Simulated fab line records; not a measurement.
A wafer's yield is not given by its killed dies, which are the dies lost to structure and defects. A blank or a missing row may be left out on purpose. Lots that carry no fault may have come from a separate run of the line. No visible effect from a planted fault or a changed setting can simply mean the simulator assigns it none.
Chamber matching / flow n5-finfet / N5_BEOL_M0_SAQP_STRIP_86 on rie-diel-06 has 4 sister chambers
The step strips in N2/H2. 14 wafers are shown with their chamber, then 7 later ones without.

== WAFERS WITH THEIR CHAMBER ==
wafer=L074.3; chamber=1; showerhead-plenum-p-Torr (Torr)=3.44; drypump-motor-current-A (A)=5.9; throttle-valve-pct (%)=18.9
wafer=L074.4; chamber=3; showerhead-plenum-p-Torr (Torr)=3.42; drypump-motor-current-A (A)=6.3; throttle-valve-pct (%)=19.2
wafer=L074.5; chamber=0; showerhead-plenum-p-Torr (Torr)=3.16; drypump-motor-current-A (A)=4.9; throttle-valve-pct (%)=19.3
wafer=L077.3; chamber=2; showerhead-plenum-p-Torr (Torr)=3.32; drypump-motor-current-A (A)=6.4; throttle-valve-pct (%)=18.8
wafer=L077.5; chamber=1; showerhead-plenum-p-Torr (Torr)=3.44; drypump-motor-current-A (A)=5.9; throttle-valve-pct (%)=18.9
wafer=L077.6; chamber=2; showerhead-plenum-p-Torr (Torr)=3.32; drypump-motor-current-A (A)=6.4; throttle-valve-pct (%)=18.9
wafer=L079.3; chamber=2; showerhead-plenum-p-Torr (Torr)=3.32; drypump-motor-current-A (A)=6.3; throttle-valve-pct (%)=18.9
wafer=L079.4; chamber=0; showerhead-plenum-p-Torr (Torr)=3.16; drypump-motor-current-A (A)=4.9; throttle-valve-pct (%)=19.3
wafer=L079.6; chamber=1; showerhead-plenum-p-Torr (Torr)=3.44; drypump-motor-current-A (A)=5.9; throttle-valve-pct (%)=18.9
wafer=L080.3; chamber=2; showerhead-plenum-p-Torr (Torr)=3.32; drypump-motor-current-A (A)=6.3; throttle-valve-pct (%)=18.9
wafer=L080.4; chamber=3; showerhead-plenum-p-Torr (Torr)=3.42; drypump-motor-current-A (A)=6.3; throttle-valve-pct (%)=19.2
wafer=L080.5; chamber=1; showerhead-plenum-p-Torr (Torr)=3.44; drypump-motor-current-A (A)=5.9; throttle-valve-pct (%)=18.9
wafer=L084.1; chamber=2; showerhead-plenum-p-Torr (Torr)=3.31; drypump-motor-current-A (A)=6.3; throttle-valve-pct (%)=18.9
wafer=L084.3; chamber=1; showerhead-plenum-p-Torr (Torr)=3.43; drypump-motor-current-A (A)=5.8; throttle-valve-pct (%)=18.9

SIGNATURES, as means of the wafers listed above
reading=showerhead-plenum-p-Torr; chamber 0=3.1600; chamber 1=3.4380; chamber 2=3.3180; chamber 3=3.4200; scatter within a chamber=0.004
reading=drypump-motor-current-A; chamber 0=4.900; chamber 1=5.880; chamber 2=6.340; chamber 3=6.300; scatter within a chamber=0.0447
reading=throttle-valve-pct; chamber 0=19.300; chamber 1=18.900; chamber 2=18.880; chamber 3=19.200; scatter within a chamber=0.0283
Rule: distance of a wafer from a chamber = root of the sum over the readings of ((wafer's reading minus chamber's mean) / reading's scatter) squared. If the next closest chamber is less than 2 further off than the closest, the wafer can't be placed; otherwise it belongs to the closest. The scatter: take each reading less its chamber's mean, square it, sum over the shown wafers, divide by the number of wafers less the number of chambers, and take the root.

== WAFERS WITH NO CHAMBER GIVEN ==
wafer=L084.4; showerhead-plenum-p-Torr (Torr)=3.41; drypump-motor-current-A (A)=6.3; throttle-valve-pct (%)=19.2
wafer=L097.1; showerhead-plenum-p-Torr (Torr)=3.30; drypump-motor-current-A (A)=6.3; throttle-valve-pct (%)=18.9
wafer=L097.3; showerhead-plenum-p-Torr (Torr)=3.40; drypump-motor-current-A (A)=6.3; throttle-valve-pct (%)=19.3
wafer=L097.5; showerhead-plenum-p-Torr (Torr)=3.30; drypump-motor-current-A (A)=6.3; throttle-valve-pct (%)=18.9
wafer=L096.1; showerhead-plenum-p-Torr (Torr)=3.40; drypump-motor-current-A (A)=6.3; throttle-valve-pct (%)=19.3
wafer=L096.3; showerhead-plenum-p-Torr (Torr)=3.42; drypump-motor-current-A (A)=5.9; throttle-valve-pct (%)=18.9
wafer=L096.5; showerhead-plenum-p-Torr (Torr)=3.30; drypump-motor-current-A (A)=6.4; throttle-valve-pct (%)=18.9

== THE CHAMBER EACH PASSED THROUGH ==
wafer=L084.4; from the rows above=3; in truth=3
wafer=L097.1; from the rows above=2; in truth=2
wafer=L097.3; from the rows above=3; in truth=3
wafer=L097.5; from the rows above=2; in truth=2
wafer=L096.1; from the rows above=3; in truth=3
wafer=L096.3; from the rows above=1; in truth=1
wafer=L096.5; from the rows above=2; in truth=2
Correct placement for 7 of the 7. Not placeable from these rows: 0. 0 placed wrongly.
